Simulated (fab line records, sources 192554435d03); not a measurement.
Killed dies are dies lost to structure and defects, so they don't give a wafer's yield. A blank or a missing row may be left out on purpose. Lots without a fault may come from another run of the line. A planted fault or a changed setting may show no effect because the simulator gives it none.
Split-lot experiment | flow n5_finfet | 7 lots, 21 wafers read, on a route of 1938 steps

THE SPLIT
At N5_BEOL_M9_TRENCH_ETCH_37 (etches SiCOH lowk in C4F6/O2, target depth 151.43 nm, time 49 s), the setting time_s was moved away from the recipe's 49 s on 7 of the 21 wafers read, by -20.5% to +19.3%. The other wafers ran this setting at the recipe's value.

FROM THE SPLIT TO THE READING: what the file shows between them, 11 steps
- N5_BEOL_M9_ETCH_41: etches SiCN in CH3F/O2, target depth 36.6 nm, time 70.1 s
- N5_BEOL_M9_STRIP_80: strips in N2/H2, time 10 s
- N5_BEOL_M9_OCD_MEAS_38
- N5_BEOL_M9_HM_STRIP_39: strips TiN in peroxide tin strip, target depth 25 nm, time 158 s
- N5_BEOL_M9_SRD_40: time 30 s
- N5_BEOL_M9_ECD_50: material Cu, target thk 318 nm
- N5_BEOL_M9_ANNEAL_51: time 90 s
- N5_BEOL_M9_CMP_52: polishes, stops on SiCOH lowk, t overpolish 7 s, target thk 140 nm
- N5_BEOL_M9_THK_MEAS_53: measures by xrf
- N5_BEOL_M9_PRE_CLEAN_55: time 15 s
- N5_BEOL_M9_DEP_56: deposits SiCN from 3MS/NH3, target thk 15 nm, time 26.5 s

THE READING
M9_RS, in ohm/sq, at N5_BEOL_M9_RS_MEAS_57 (measures by four-point-probe). Fault-free wafers of this fab line usually give 0.152 ohm/sq, standard deviation 0.0032 ohm/sq.

wafer  | tool, chamber at the split | time_s as run, s | against the recipe | M9_RS, ohm/sq | against lot-mates on the recipe
L080.1 | rie_diel-05, 1             | 44.18            | -9.8%              | 0.175         | +0.022
L080.3 | rie_diel-05, 2             | 49               | recipe             | 0.152         | -
L080.6 | rie_diel-05, 1             | 49               | recipe             | 0.153         | -
L083.4 | rie_diel-06, 3             | 38.95            | -20.5%             | 0.199         | +0.046
L083.5 | rie_diel-06, 2             | 49               | recipe             | 0.153         | -
L083.6 | rie_diel-06, 1             | 49               | recipe             | 0.153         | -
L081.1 | rie_diel-05, 3             | 58.45            | +19.3%             | 0.121         | -0.032
L081.4 | rie_diel-05, 2             | 58.45            | +19.3%             | 0.124         | -0.029
L081.6 | rie_diel-05, 3             | 49               | recipe             | 0.153         | -
L082.2 | rie_diel-06, 3             | 49               | recipe             | 0.151         | -
L082.4 | rie_diel-06, 1             | 49               | recipe             | 0.154         | -
L082.5 | rie_diel-06, 1             | 49               | recipe             | 0.155         | -
L089.2 | rie_diel-06, 3             | 49               | recipe             | 0.153         | -
L089.3 | rie_diel-06, 0             | 55.91            | +14.1%             | 0.130         | -0.025
L089.4 | rie_diel-06, 1             | 49               | recipe             | 0.157         | -
L093.1 | rie_diel-05, 3             | 49               | recipe             | 0.151         | -
L093.4 | rie_diel-05, 0             | 49               | recipe             | 0.151         | -
L093.5 | rie_diel-05, 1             | 49               | recipe             | 0.157         | -
L094.2 | rie_diel-02, 0             | 49               | recipe             | 0.149         | -
L094.3 | rie_diel-02, 2             | 43.89            | -10.4%             | 0.178         | +0.029
L094.6 | rie_diel-02, 2             | 43.89            | -10.4%             | 0.176         | +0.027

THE FIT
A straight line over all 21 wafers: M9_RS changes by -0.00189 ohm/sq for each +1% of time_s; r = -0.98; the points scatter about the line by 0.0032 ohm/sq.
The same after taking each lot's own level away (the mean of its wafers on the recipe; 21 wafers): -0.00196 ohm/sq for each +1%; r = -0.98; scatter 0.0035 ohm/sq.
On that fit, the largest move of time_s shifts the reading by 0.04 ohm/sq.
The lots' own levels span 0.1490 to 0.1550 ohm/sq, that is 1.9 times the standard deviation above.
So the lot-to-lot level changes the slope little: the two slopes agree.
Check: with one of the wafers moved furthest among these (-20.5%) left out of the fit, the line predicts +0.0404 ohm/sq for it against its lot-mates. It came out at +0.046 ohm/sq against them.

OTHER SPLITS ON THESE WAFERS
These wafers also went through other splits before the reading. Each is held against what the fit with the lots' levels taken away leaves over:
other split on the same wafers | wafers away from the commonest value | r with M9_RS (lot level and that fit taken away)
N5_BEOL_M9_COAT_60 spin_rpm    | 10                                   | +0.03
N5_BEOL_M9_ETCH_66 bias_w      | 6                                    | +0.27

THE WHOLE CHAIN: every reading that the file lists as answering this split, in the file's order
step                      | what it does                                                       | reading                                                                          | change (the file's fit)                | r (the file's)
N5_BEOL_M9_TRENCH_ETCH_37 | etches SiCOH lowk in C4F6/O2, target depth 151.43 nm, time 49 s    | etch.depth_nm (the simulator's own value, which no gauge read)                   | +1.52 nm for each +1% of the setting   | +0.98
N5_BEOL_M9_TRENCH_ETCH_37 | etches SiCOH lowk in C4F6/O2, target depth 151.43 nm, time 49 s    | BEOL_M9.feature_depth_nm (the simulator's own value, which no gauge read)        | +1.52 nm for each +1% of the setting   | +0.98
N5_BEOL_M9_TRENCH_ETCH_37 | etches SiCOH lowk in C4F6/O2, target depth 151.43 nm, time 49 s    | TiN_of_BEOL_M9_HM_DEP_02.thk_nm (the simulator's own value, which no gauge read) | -0.0321 nm for each +1% of the setting | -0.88
N5_BEOL_M9_OCD_MEAS_38    |                                                                    | trench_depth_nm                                                                  | +1.52 nm for each +1% of the setting   | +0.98
N5_BEOL_M9_CMP_52         | polishes, stops on SiCOH lowk, t overpolish 7 s, target thk 140 nm | Cu_of_BEOL_M9_ECD_50.thk_nm (the simulator's own value, which no gauge read)     | +1.58 nm for each +1% of the setting   | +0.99
N5_BEOL_M9_THK_MEAS_53    | measures by xrf                                                    | M9_THK                                                                           | +1.6 for each +1% of the setting       | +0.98
N5_BEOL_M9_RS_MEAS_57     | measures by four-point-probe                                       | M9_RS                                                                            | -0.002 for each +1% of the setting     | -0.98

THE FILE'S OWN FIT
M9_RS changes by -0.002 ohm/sq for each +1% of time_s, r = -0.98.
